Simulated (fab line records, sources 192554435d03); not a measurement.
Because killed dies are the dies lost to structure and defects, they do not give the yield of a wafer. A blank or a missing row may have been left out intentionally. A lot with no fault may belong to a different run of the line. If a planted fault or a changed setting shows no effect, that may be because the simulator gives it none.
fab line records -- flow n5Finfet -- part 2 of 2: steps 5 to 6 of 6
[record] lots = 21, wafers = 63, lastDay = 17
route steps=1938 shown HKMG_FIN@387
lots untouched by any fault: they come from a run of this same line in which no faults occurred
startH: the number of hours between the record's first day and the start of the first shown wafer of the lot -- waitH: how many hours have passed since the lot's step before this one -- " as in the row above -- L1.1+2: several wafers, shown together as one row -- - no value present, or no start provided -- * or withheld: withheld -- < > ~ a bound
route shown NAME@n: NAME is a module with steps in the file, n the number in the route of the first one -- usual: mean and standard deviation over wafers with no fault -- same: alike in all rows -- chamber/n: place in a boat -- sites: per-site readings -- _std_site: the values' standard deviation -- _edge_site: outer sites' mean less inner sites' -- radiusMm: for every site, how far away it sits from the centre of the wafer -- mask NAME#n: copy n -- behind: the most recent tool/chamber to have shaped the wafer -- hold: cause of the lot's hold/its duration in hours/its outcome -- device: which transistor (n, p or np) failed to switch -- end of line: tests run on the same wafers once the route is complete -- for a step that has no rows: nothing shown but its recipe -- killed: dies that structure and defects cost at the first sort, which is not the same as the wafer's yield -- map: per-die view of a wafer (x killed, . not killed, _ where there is no die)
set.NAME: the run value of the setting; set.NAME@STEP: its run value at that earlier step -- model.NAME: the simulator's own value behind a step, which no gauge read
steps of the route over a sample of lots; a table a step, a row a wafer
services: the hour from which a tool's chamber was out of use, counted from the record's first day as startH (under 0 if before that day), plus the number of hours and why
[[steps]]
[step N5_HKMG_FIN_ETCH_32]
[recipe] chemistry = N2/H2, target = SOC, targetDepthA = 2400, tempC = 40, timeS = 300, ionEnergyEv = 200, maskMaterial = SiARC, pressureMtorr = 30, sourceW = 840, biasW = 150, n2FlowSccm = 200, h2FlowSccm = 200
[usual] drypumpMotorCurrentA = 5.6/0.42, oesProductAu = 0.79/0.089, rfVppV = 524.1/2.3, showerheadPlenumPTorr = 2.55/0.084, throttleValvePct = 17.95/0.25
[same] timeS = 300
lot.wafer,tool,chamber,startH,waitH,drypumpMotorCurrentA,oesProductAu,rfHoursCounterH,rfVppV,showerheadPlenumPTorr,throttleValvePct
L074.2,rieDiel-02,3,75.94,0.0,5.1,0.91,18,525.2,2.60,17.76
L074.5,rieDiel-02,3,75.94,0.0,5.1,0.91,-,525.1,2.60,17.75
L074.6,rieDiel-02,2,75.94,0.0,5.8,0.96,-,522.3,2.49,17.78
L075.1,rieDiel-02,0,81.89,0.0,5.2,0.71,243,523.1,2.51,18.15
L075.2,rieDiel-02,2,81.89,0.0,5.7,0.95,7,522.8,2.49,17.79
L075.4,rieDiel-02,3,81.89,0.0,5.1,0.90,20,526.0,2.60,17.75
L076.1,rieDiel-06,1,88.22,0.0,5.4,0.73,168,527.0,2.65,18.17
L076.2,rieDiel-06,0,88.22,0.0,5.8,0.72,182,523.6,2.54,17.74
L076.4,rieDiel-06,1,88.22,0.0,5.4,0.72,-,525.8,2.65,18.16
L077.1,rieDiel-06,3,93.27,0.0,4.9,0.67,258,522.9,2.49,18.30
L077.4,rieDiel-06,3,93.27,0.0,4.9,0.66,-,522.4,2.49,18.31
L077.6,rieDiel-06,1,93.27,0.0,5.4,0.72,-,526.9,2.65,18.17
L079.3,rieDiel-02,2,108.15,0.0,5.7,0.91,19,522.5,2.49,17.82
L079.4,rieDiel-02,2,108.15,0.0,5.7,0.91,-,521.5,2.49,17.82
L079.6,rieDiel-02,1,108.15,0.0,6.2,0.79,-,525.6,2.58,17.92
L080.1,rieDiel-06,1,112.79,0.0,5.3,0.72,179,527.4,2.65,18.18
L080.2,rieDiel-06,2,112.79,0.0,5.4,0.99,4,527.4,2.72,17.49
L080.6,rieDiel-06,0,112.79,0.0,5.8,0.72,-,524.5,2.53,17.75
L081.3,rieDiel-02,3,117.62,0.0,5.1,0.89,35,525.6,2.59,17.78
L081.5,rieDiel-02,2,117.62,0.0,5.8,0.91,-,523.3,2.48,17.81
L081.6,rieDiel-02,3,117.62,0.0,5.1,0.88,-,524.6,2.59,17.79
L082.1,rieDiel-03,3,123.81,0.0,6.2,0.88,59,524.8,2.59,17.67
L082.3,rieDiel-03,2,123.81,0.0,5.5,0.79,112,526.8,2.67,18.01
L082.6,rieDiel-03,3,123.81,0.0,6.2,0.88,-,525.6,2.59,17.68
L083.2,rieDiel-06,1,129.11,0.0,5.3,0.71,186,527.5,2.64,18.20
L083.5,rieDiel-06,1,129.11,0.0,5.3,0.71,-,526.0,2.64,18.20
L083.6,rieDiel-06,2,129.11,0.0,5.4,0.97,-,528.0,2.71,17.49
L084.1,rieDiel-02,2,141.09,0.0,5.7,0.90,31,522.3,2.48,17.84
L084.2,rieDiel-02,1,141.09,0.0,6.2,0.79,107,523.7,2.58,17.95
L084.5,rieDiel-02,2,141.09,0.0,5.7,0.91,-,522.9,2.48,17.83
L085.2,rieDiel-06,1,145.97,0.0,5.3,0.71,191,525.5,2.64,18.23
L085.4,rieDiel-06,0,145.97,0.0,5.9,0.71,206,523.5,2.53,17.77
L085.5,rieDiel-06,0,145.97,0.0,5.9,0.71,-,525.3,2.53,17.77
L086.1,rieDiel-06,1,152.36,0.0,5.3,0.71,193,526.8,2.64,18.21
L086.2,rieDiel-06,3,152.36,0.0,4.9,0.92,10,523.1,2.48,17.83
L086.6,rieDiel-06,0,152.36,0.0,5.8,0.70,-,523.9,2.53,17.79
L087.1,rieDiel-03,0,157.02,0.0,5.4,0.71,226,520.9,2.40,17.86
L087.3,rieDiel-03,2,157.02,0.0,5.5,0.78,123,527.0,2.67,18.03
L087.4,rieDiel-03,1,157.02,0.0,6.2,0.73,221,524.1,2.52,18.42
L088.1,rieDiel-03,1,162.92,0.0,6.2,0.73,222,522.0,2.52,18.40
L088.4,rieDiel-03,3,162.92,0.0,6.2,0.86,72,524.7,2.59,17.69
L088.5,rieDiel-03,1,162.92,0.0,6.2,0.72,-,522.7,2.52,18.41
L089.1,rieDiel-03,3,168.15,0.0,6.2,0.86,74,524.4,2.59,17.69
L089.2,rieDiel-03,1,168.15,0.0,6.2,0.73,224,523.0,2.52,18.42
L089.6,rieDiel-03,2,168.15,0.0,5.5,0.77,-,525.9,2.67,18.04
L091.2,rieDiel-03,2,178.43,0.0,5.5,0.77,131,527.8,2.66,18.04
L091.4,rieDiel-03,0,178.43,0.0,5.4,0.70,232,520.6,2.40,17.86
L091.5,rieDiel-03,0,178.43,0.0,5.4,0.71,-,520.5,2.40,17.86
L093.1,rieDiel-02,1,194.14,0.0,6.2,0.77,129,525.5,2.57,17.99
L093.4,rieDiel-02,0,194.14,0.0,5.2,0.93,29,521.8,2.49,17.74
L093.6,rieDiel-02,3,194.14,0.0,5.1,0.82,-,524.9,2.58,17.82
L094.3,rieDiel-03,2,201.24,0.0,5.5,0.75,140,526.6,2.66,18.05
L094.5,rieDiel-03,3,201.24,0.0,6.2,0.83,-,522.9,2.58,17.71
L094.6,rieDiel-03,0,201.24,0.0,5.4,0.70,-,519.3,2.39,17.89
L095.3,rieDiel-03,1,202.79,0.0,6.2,0.71,238,522.7,2.51,18.44
L095.5,rieDiel-03,2,202.79,0.0,5.5,0.76,-,527.2,2.66,18.05
L095.6,rieDiel-03,3,202.79,0.0,6.2,0.83,-,525.9,2.58,17.71
L096.1,rieDiel-02,2,209.60,0.0,5.7,0.86,58,522.1,2.47,17.89
L096.4,rieDiel-02,3,209.60,0.0,5.1,0.82,70,524.7,2.57,17.85
L096.5,rieDiel-02,1,209.60,0.0,6.2,0.76,-,523.9,2.57,17.99
L097.3,rieDiel-03,0,214.19,0.0,5.4,0.69,247,518.7,2.39,17.89
L097.4,rieDiel-03,2,214.19,0.0,5.6,0.76,144,526.7,2.66,18.05
L097.5,rieDiel-03,1,214.19,0.0,6.2,0.72,-,524.2,2.51,18.44
[step N5_HKMG_FIN_ETCHBACK_68]
[recipe] chemistry = Cl2/Ar, stopOn = HfO2, targetDepthA = 5, pressureMtorr = 10, icpW = 600, biasW = 60, Cl2_flow_sccm = 40, Ar_flow_sccm = 60
[usual] drypumpMotorCurrentA = 5.9/0.33, oesProductAu = 0.71/0.099, throttleValvePct = 20.8/0.36
lot.wafer,tool,chamber,startH,waitH,drypumpMotorCurrentA,oesProductAu,rfHoursCounterH,throttleValvePct
L074.2,rieMetal-02,1,78.51,0.0,5.7,0.64,104,20.6
L074.5,rieMetal-02,1,78.51,0.0,5.8,0.64,-,20.6
L074.6,rieMetal-02,0,78.51,0.0,5.4,0.83,-,20.5
L075.1,rieMetal-01,0,84.54,0.0,5.7,0.83,16,20.5
L075.2,rieMetal-01,1,84.54,0.0,6.2,0.59,129,20.9
L075.4,rieMetal-01,1,84.54,0.0,6.2,0.59,-,20.9
L076.1,rieMetal-01,1,90.75,0.0,6.2,0.59,130,21.0
L076.2,rieMetal-01,0,90.75,0.0,5.7,0.82,16,20.5
L076.4,rieMetal-01,0,90.75,0.0,5.7,0.82,-,20.6
L077.1,rieMetal-02,0,95.82,0.0,5.4,0.83,20,20.5
L077.4,rieMetal-02,1,95.82,0.0,5.7,0.63,-,20.6
L077.6,rieMetal-02,0,95.82,0.0,5.4,0.84,-,20.5
L079.3,rieMetal-03,1,110.72,0.1,6.1,0.82,-,20.9
L079.4,rieMetal-03,0,110.72,0.1,6.3,0.63,-,21.5
L079.6,rieMetal-03,1,110.72,0.1,6.1,0.82,-,20.9
L080.1,rieMetal-02,1,115.32,0.0,5.8,0.64,107,20.6
L080.2,rieMetal-02,0,115.32,0.0,5.4,0.83,21,20.5
L080.6,rieMetal-02,1,115.32,0.0,5.7,0.63,-,20.6
L081.3,rieMetal-02,0,120.27,0.1,5.5,0.82,-,20.5
L081.5,rieMetal-02,1,120.27,0.1,5.7,0.64,-,20.6
L081.6,rieMetal-02,0,120.27,0.1,5.5,0.82,-,20.5
L082.1,rieMetal-03,1,126.39,0.0,6.1,0.81,28,21.0
L082.3,rieMetal-03,0,126.39,0.0,6.3,0.62,-,21.6
L082.6,rieMetal-03,1,126.39,0.0,6.1,0.81,-,20.9
L083.2,rieMetal-01,1,131.78,0.0,6.2,0.58,133,21.0
L083.5,rieMetal-01,0,131.78,0.0,5.6,0.81,-,20.5
L083.6,rieMetal-01,1,131.78,0.0,6.2,0.59,-,21.0
L084.1,rieMetal-03,0,143.68,0.0,6.3,0.62,123,21.6
L084.2,rieMetal-03,1,143.68,0.0,6.1,0.80,29,20.9
L084.5,rieMetal-03,1,143.68,0.0,6.1,0.81,-,21.0
L085.2,rieMetal-01,0,148.53,0.0,5.7,0.80,20,20.6
L085.4,rieMetal-01,1,148.53,0.0,6.2,0.58,-,21.0
L085.5,rieMetal-01,1,148.53,0.0,6.3,0.52,-,21.1
L086.1,rieMetal-03,0,155.10,0.0,6.4,0.61,125,21.6
L086.2,rieMetal-03,1,155.10,0.0,6.1,0.80,31,21.0
L086.6,rieMetal-03,1,155.10,0.0,6.1,0.81,-,20.9
L087.1,rieMetal-01,1,159.58,0.0,6.3,0.59,135,21.0
L087.3,rieMetal-01,1,159.58,0.0,6.2,0.59,-,21.0
L087.4,rieMetal-01,0,159.58,0.0,5.7,0.81,-,20.6
L088.1,rieMetal-02,1,165.49,0.0,5.8,0.63,110,20.6
L088.4,rieMetal-02,0,165.49,0.0,5.4,0.82,-,20.5
L088.5,rieMetal-02,1,165.49,0.0,5.7,0.63,-,20.6
L089.1,rieMetal-01,1,170.76,0.0,6.2,0.58,137,21.0
L089.2,rieMetal-01,0,170.76,0.0,5.7,0.79,24,20.6
L089.6,rieMetal-01,1,170.76,0.0,6.2,0.59,-,21.0
L091.2,rieMetal-03,1,180.94,0.0,6.1,0.80,32,20.9
L091.4,rieMetal-03,1,180.94,0.0,6.1,0.80,-,21.0
L091.5,rieMetal-03,0,180.94,0.0,6.3,0.61,-,21.6
L093.1,rieMetal-01,0,196.66,0.0,5.7,0.78,27,20.6
L093.4,rieMetal-01,0,196.66,0.0,5.7,0.79,-,20.6
L093.6,rieMetal-01,0,196.66,0.0,5.7,0.78,-,20.6
L094.3,rieMetal-02,1,203.80,0.1,5.7,0.63,-,20.6
L094.5,rieMetal-02,1,203.80,0.1,5.7,0.62,-,20.6
L094.6,rieMetal-02,0,203.80,0.1,5.4,0.80,-,20.5
L095.3,rieMetal-02,0,205.47,0.1,5.5,0.80,-,20.5
L095.5,rieMetal-02,1,205.47,0.1,5.8,0.62,-,20.6
L095.6,rieMetal-02,0,205.47,0.1,5.5,0.80,-,20.5
L096.1,rieMetal-03,1,212.12,0.0,6.1,0.79,36,21.0
L096.4,rieMetal-03,1,212.12,0.0,6.1,0.79,-,20.9
L096.5,rieMetal-03,1,212.12,0.0,6.1,0.79,-,21.0
L097.3,rieMetal-02,0,216.82,0.1,5.4,0.81,-,20.5
L097.4,rieMetal-02,1,216.82,0.1,5.7,0.62,-,20.7
L097.5,rieMetal-02,1,216.82,0.1,5.7,0.62,-,20.7
[[services]]
tool,chamber,startH,hours,kind
thermalCvdSi-02,-,55.40,0.8,pm
rieDiel-06,2,63.61,-,clean
rieDiel-06,2,63.61,-,consumableReplace:focusRing
rieDiel-06,2,63.61,-,consumableReplace:showerhead
rieDiel-06,2,63.61,36.8,scheduledDown
rieDiel-06,2,63.61,36.8,ventCycle
thermalCvdSi-01,-,70.74,1.1,repair
rieDiel-06,3,100.73,-,clean
rieDiel-06,3,100.73,-,consumableReplace:focusRing
rieDiel-06,3,100.73,17.1,scheduledDown
rieDiel-06,3,100.73,17.1,ventCycle
rtpAnneal-01,-,108.54,51.1,pm
rieDiel-06,1,126.45,1.2,repair
rieMetal-01,-,128.06,2.8,pm
thermalCvdSi-01,-,138.28,2.7,repair
rieMetal-02,-,147.84,14.6,pm
rieMetal-03,0,158.61,3.8,repair
rtpAnneal-02,-,159.76,6.4,pm
rieMetal-03,1,163.11,14.1,repair
thermalCvdSi-01,2,177.74,47.9,repair
rieDiel-06,-,178.23,14.6,pm
rieMetal-01,-,196.93,28.1,pm
rieMetal-03,1,203.24,1.1,repair
rieDiel-06,2,210.88,4.2,repair
